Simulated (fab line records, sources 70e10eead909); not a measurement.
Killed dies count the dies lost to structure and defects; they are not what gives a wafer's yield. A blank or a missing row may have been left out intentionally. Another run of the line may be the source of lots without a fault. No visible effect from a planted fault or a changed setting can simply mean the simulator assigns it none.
Matching of chambers :: flow nand_harc :: 4 sister chambers for NHARC_A_M0_CMP_23 on cmp-04
The step polishes, t overpolish 20 s, target thk 113.75 nm. 8 wafers are shown with their chamber, then 10 later ones without.

WAFERS, EACH WITH ITS CHAMBER
wafer: L079.2
chamber: 3
motor_current_A (A): 12.6
time_to_endpoint_s (s): 23.5

wafer: L079.6
chamber: 1
motor_current_A (A): 11.8
time_to_endpoint_s (s): 24.8

wafer: L081.1
chamber: 3
motor_current_A (A): 13.0
time_to_endpoint_s (s): 28.0

wafer: L081.4
chamber: 0
motor_current_A (A): 12.8
time_to_endpoint_s (s): 26.9

wafer: L082.2
chamber: 0
motor_current_A (A): 12.5
time_to_endpoint_s (s): 27.6

wafer: L082.5
chamber: 2
motor_current_A (A): 11.1
time_to_endpoint_s (s): 29.6

wafer: L083.2
chamber: 2
motor_current_A (A): 10.4
time_to_endpoint_s (s): 27.8

wafer: L083.5
chamber: 1
motor_current_A (A): 11.7
time_to_endpoint_s (s): 25.9

WAFERS WITH NO CHAMBER GIVEN
wafer: L083.6
motor_current_A (A): 10.5
time_to_endpoint_s (s): 28.9

wafer: L084.1
motor_current_A (A): 12.8
time_to_endpoint_s (s): 26.6

wafer: L084.3
motor_current_A (A): 11.4
time_to_endpoint_s (s): 26.6

wafer: L084.5
motor_current_A (A): 10.9
time_to_endpoint_s (s): 28.8

wafer: L085.1
motor_current_A (A): 12.3
time_to_endpoint_s (s): 32.1

wafer: L085.2
motor_current_A (A): 13.2
time_to_endpoint_s (s): 34.1

wafer: L085.6
motor_current_A (A): 12.3
time_to_endpoint_s (s): 31.1

wafer: L087.1
motor_current_A (A): 13.0
time_to_endpoint_s (s): 25.3

wafer: L087.3
motor_current_A (A): 11.0
time_to_endpoint_s (s): 25.2

wafer: L087.5
motor_current_A (A): 12.4
time_to_endpoint_s (s): 26.4

EACH ONE'S CHAMBER
wafer: L083.6
from the rows above: 2
in truth: 2

wafer: L084.1
from the rows above: can't be placed: 3 or 0
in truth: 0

wafer: L084.3
from the rows above: can't be placed: 1 or 2
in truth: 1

wafer: L084.5
from the rows above: 2
in truth: 2

wafer: L085.1
from the rows above: can't be placed: 0 or 3 or 1
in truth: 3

wafer: L085.2
from the rows above: can't be placed: 0 or 3
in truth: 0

wafer: L085.6
from the rows above: can't be placed: 0 or 3 or 1
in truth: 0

wafer: L087.1
from the rows above: can't be placed: 3 or 0
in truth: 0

wafer: L087.3
from the rows above: can't be placed: 2 or 1
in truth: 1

wafer: L087.5
from the rows above: can't be placed: 0 or 3 or 1
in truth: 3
Correct placement for 2 of the 10. Cannot be placed on the basis of these rows: 8; the candidates contain the true chamber in 8. Wrongly placed: 0.
How it was worked out, from the rows above alone: a wafer's distance from a chamber is the root of the sum, over the readings, of the square of ((its reading less the chamber's mean) divided by the reading's scatter). If the next closest chamber is less than 2 further off than the closest, the wafer can't be placed; otherwise it belongs to the closest. Each chamber's mean is taken over the wafers shown for it. The scatter is the square root of a quotient: the sum, over the shown wafers, of each reading's squared deviation from its chamber's mean, divided by wafers minus chambers.
